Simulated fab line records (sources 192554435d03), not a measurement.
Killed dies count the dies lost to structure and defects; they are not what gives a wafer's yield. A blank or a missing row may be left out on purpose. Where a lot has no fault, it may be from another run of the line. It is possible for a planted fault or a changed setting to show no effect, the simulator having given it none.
The same fault as seen by 2 desks :: flow n5 finfet :: numbers are kept per desk, each desk with only its own; the story behind them comes last

== THE METROLOGY DESK ==
Lot by lot, what the gauges showed, no matter which tool ran the lot: averages of those sampled wafers that carry a number. If a lot's mean is further than 4 standard deviations from the usual mean, the lot is out of limits and carries the mark OUT (the distance appears in the brackets). It has 12 readings, of which 7 appear: the earliest out of limits, and the ones furthest out on some lot.
Columns: A = trench depth nm at N5_BEOL_M3_OCD_MEAS_38, usual 55.5 nm; B = IOFF_N at N5_BEOL_M4_RC_MEAS_101, usual 0.16 nA/um; C = IOFF_P at N5_BEOL_M4_RC_MEAS_101, usual 0.21 nA/um; D = ION_N at N5_BEOL_M4_RC_MEAS_101, usual 675 uA/um; E = ION_P at N5_BEOL_M4_RC_MEAS_101, usual 463 uA/um; F = SS_P at N5_BEOL_M4_RC_MEAS_101, usual 73.3 mV/dec; G = VT_N at N5_BEOL_M4_RC_MEAS_101, usual 250 mV
lot: L986
first seen here: day 7 02:27
A: 54.9
B: 0.14
C: 0.19
D: 661
E: 453
F: 73.7
G: 251

lot: L987
first seen here: day 7 10:26
A: 55.2
B: 0.20
C: 0.24
D: 686
E: 466
F: 73.8
G: 246

lot: L988
first seen here: day 7 19:50
A: 55.8
B: 0.13
C: 0.18
D: 665
E: 455
F: 73.2
G: 251

lot: L989
first seen here: day 8 03:54
A: 48.6 (-6.9) OUT
B: 0.16
C: 0.21
D: 673
E: 462
F: 72.6
G: 249

lot: L990
first seen here: day 8 08:22
A: 46.0 (-9.5) OUT
B: 0.15
C: 0.17
D: 669
E: 458
F: 72.2
G: 250

lot: L993
first seen here: day 9 03:07
A: 45.0 (-10) OUT
B: 0.23
C: 0.28
D: 695
E: 472
F: 73.9
G: 244

lot: L998
first seen here: day 10 09:31
A: 54.9
B: 0.19
C: 0.27
D: 685
E: 473
F: 73.9
G: 246

lot: L102
first seen here: day 11 07:09
A: 55.3
B: 0.18
C: 0.25
D: 690
E: 470
F: 73.3
G: 247

lot: L105
first seen here: day 11 15:47
A: 55.7
B: 0.18
C: 0.25
D: 679
E: 468
F: 73.5
G: 249

lot: L108
first seen here: day 12 20:20
A: 54.9
B: 0.19
C: 0.24
D: 685
E: 467
F: 73.1
G: 247
This desk's finding: out of limits on L989, L990, L993; first on L989, day 8 07:45 (trench depth nm at N5_BEOL_M3_OCD_MEAS_38). In limits: L986, L987, L988, L998, L102, L105, L108.

== TOOL OWNER'S DESK, rie diel-06 ==
The tool's own readings at N5_BEOL_M3_TRENCH_ETCH_37 (etches SiOC in C4F6/O2, target depth 55.555 nm, time 29.2 s): means of the sampled wafers that have a number, for each lot that ran on this tool. If a lot's mean is further than 4 standard deviations from the usual mean, the lot is out of limits and carries the mark OUT (the distance appears in the brackets).
Columns: A = drypump motor current A at N5_BEOL_M3_TRENCH_ETCH_37, usual 5.77 A; B = oes product au at N5_BEOL_M3_TRENCH_ETCH_37, usual 0.79 a.u.; C = rf vpp V at N5_BEOL_M3_TRENCH_ETCH_37, usual 667 V; D = run length s at N5_BEOL_M3_TRENCH_ETCH_37, usual 52.5 s; E = showerhead plenum p Torr at N5_BEOL_M3_TRENCH_ETCH_37, usual 2.87 Torr; F = throttle valve pct at N5_BEOL_M3_TRENCH_ETCH_37, usual 20.82 %
lot: L986
first seen here: day 7 04:19
A: 5.79
B: 0.79
C: 659
D: 52.5
E: 2.85
F: 20.77

lot: L987
first seen here: day 7 17:17
A: 5.94
B: 0.78
C: 663
D: 52.5
E: 2.81
F: 20.82

lot: L989
first seen here: day 8 07:36
A: 5.94
B: 0.81
C: 656
D: 48.7 (-9.1) OUT
E: 2.79
F: 20.64

lot: L990
first seen here: day 8 14:07
A: 5.63
B: 0.76
C: 672
D: 47.1 (-13) OUT
E: 2.88
F: 20.89

lot: L993
first seen here: day 9 13:38
A: 5.97
B: 0.77
C: 654
D: 46.9 (-13) OUT
E: 2.80
F: 20.77
This desk's finding: out of limits on L989, L990, L993; first on L989, day 8 07:36 (run length s at N5_BEOL_M3_TRENCH_ETCH_37). In limits: L986, L987.

== TAKEN TOGETHER ==
On L989, L990, L993, at day 8 07:36, an alarm was possible from the tool owner's desk.
At day 8 07:45 the metrology desk could have sounded an alarm, on L989, L990, L993.
Of the lots named, all ran N5_BEOL_M3_TRENCH_ETCH_37 on rie diel-06.

== WHAT HAD BEEN PUT IN BY THE SIMULATOR ==
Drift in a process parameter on rie diel-06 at N5_BEOL_M3_TRENCH_ETCH_37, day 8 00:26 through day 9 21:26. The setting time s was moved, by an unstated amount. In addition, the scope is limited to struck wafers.
Struck lots among those shown: L989, L990, L993.
Hours from the fault's start to each desk's first reading out of limits: the tool owner's desk, 7; the metrology desk, 7.
